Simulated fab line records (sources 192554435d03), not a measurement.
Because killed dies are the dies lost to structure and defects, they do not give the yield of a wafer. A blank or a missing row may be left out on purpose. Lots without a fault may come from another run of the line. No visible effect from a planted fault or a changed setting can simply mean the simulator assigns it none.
Lot-split experiment ; flow n5 finfet ; 7 lots, 21 wafers read, on a route of 1938 steps

== ABOUT THE SPLIT ==
At N5_BEOL_M0_SAQP_HM_DEP_111 (deposits SiO2 from SiH4/N2O, target thk 12 nm, time 7.2 s), the setting time s was moved away from the recipe's 7.2 s on 6 of the 21 wafers read, by -5.3% to +11.3%. For the rest of the wafers, this setting stayed at what the recipe calls for.

Reading taken at the split's own step.

== THE READING ==
SiO2_of_BEOL_M0_SAQP_HM_DEP_111.thk nm (the simulator's own value, which no gauge read), in nm, at N5_BEOL_M0_SAQP_HM_DEP_111 (deposits SiO2 from SiH4/N2O, target thk 12 nm, time 7.2 s). The file gives no usual value for it. Across the 15 wafers here that went through the recipe, the average is 12.2 nm and the standard deviation 0.22 nm.

wafer;tool, chamber at the split;time s as run, s;against the recipe;SiO2_of_BEOL_M0_SAQP_HM_DEP_111.thk nm, nm;against lot-mates on the recipe
L080.1;pecvd-03, 2;8.012;+11.3%;13.4;+1.6
L080.2;pecvd-03, 0;8.012;+11.3%;13.2;+1.4
L080.4;pecvd-03, 1;7.2;recipe;11.8;-
L084.2;pecvd-04, 2,0;7.2;recipe;12;-
L084.4;pecvd-04, 2,0;7.2;recipe;12;-
L084.5;pecvd-04, 2;7.2;recipe;12.2;-
L085.2;pecvd-04, 1;7.2;recipe;12;-
L085.5;pecvd-04, 1,2;7.2;recipe;12.4;-
L085.6;pecvd-04, 1,2;7.2;recipe;12.4;-
L090.2;pecvd-03, 0,1;6.818;-5.3%;11.4;-0.8
L090.4;pecvd-03, 0,1;6.818;-5.3%;11.4;-0.8
L090.5;pecvd-03, 0;7.2;recipe;12.2;-
L093.1;pecvd-03, 1;7.824;+8.7%;12.8;+0.4
L093.3;pecvd-03, 0;7.824;+8.7%;13.2;+0.8
L093.6;pecvd-03, 2;7.2;recipe;12.4;-
L094.1;pecvd-03, 1;7.2;recipe;11.8;-
L094.4;pecvd-03, 0;7.2;recipe;12.2;-
L094.5;pecvd-03, 2;7.2;recipe;12.6;-
L095.1;pecvd-03, 2,0;7.2;recipe;12.2;-
L095.4;pecvd-03, 2,0;7.2;recipe;12.2;-
L095.2;pecvd-03, 1;7.2;recipe;12;-
The file does not say which wafer passed through which chamber wherever a row lists several chambers: such a row stands for several wafers.

FIT RESULTS
A straight line over all 21 wafers: SiO2_of_BEOL_M0_SAQP_HM_DEP_111.thk nm changes by +0.107 nm for each +1% of time s; r = +0.92; the points scatter about the line by 0.22 nm.
The same after taking each lot's own level away (the mean of its wafers on the recipe; 21 wafers): +0.117 nm for each +1%; r = +0.92; scatter 0.23 nm.
That fit puts the effect of the largest move of time s on the reading at 1.3 nm.
The lots' own levels span 11.80 to 12.40 nm, that is 2.7 times the standard deviation above.
Hence the lot-to-lot level has little effect on the slope; both slopes agree.
Check: +1.15 nm against its lot-mates is what the line predicts for one of the wafers moved furthest among these (+11.3%) when that wafer is left out of the fit. It came out at +1.6 nm against them.

== THE OTHER SPLITS THESE WAFERS WENT THROUGH ==
These wafers also went through other splits before the reading. Each is held against what the fit with the lots' levels taken away leaves over:
other split on the same wafers;wafers away from the commonest value;r with SiO2_of_BEOL_M0_SAQP_HM_DEP_111.thk nm (lot level and that fit taken away)
N5_SDB_COAT_05 spin rpm;5;-0.01
N5_HKMG_FIN_HK_ALD_01 ald cycles;6;-0.42
N5_MOL_CONTACT_COAG_EXPOSE_05 dose mj;8;+0.13

== FILE'S OWN FIT ==
SiO2_of_BEOL_M0_SAQP_HM_DEP_111.thk nm changes by +0.114 nm for each +1% of time s, r = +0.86.
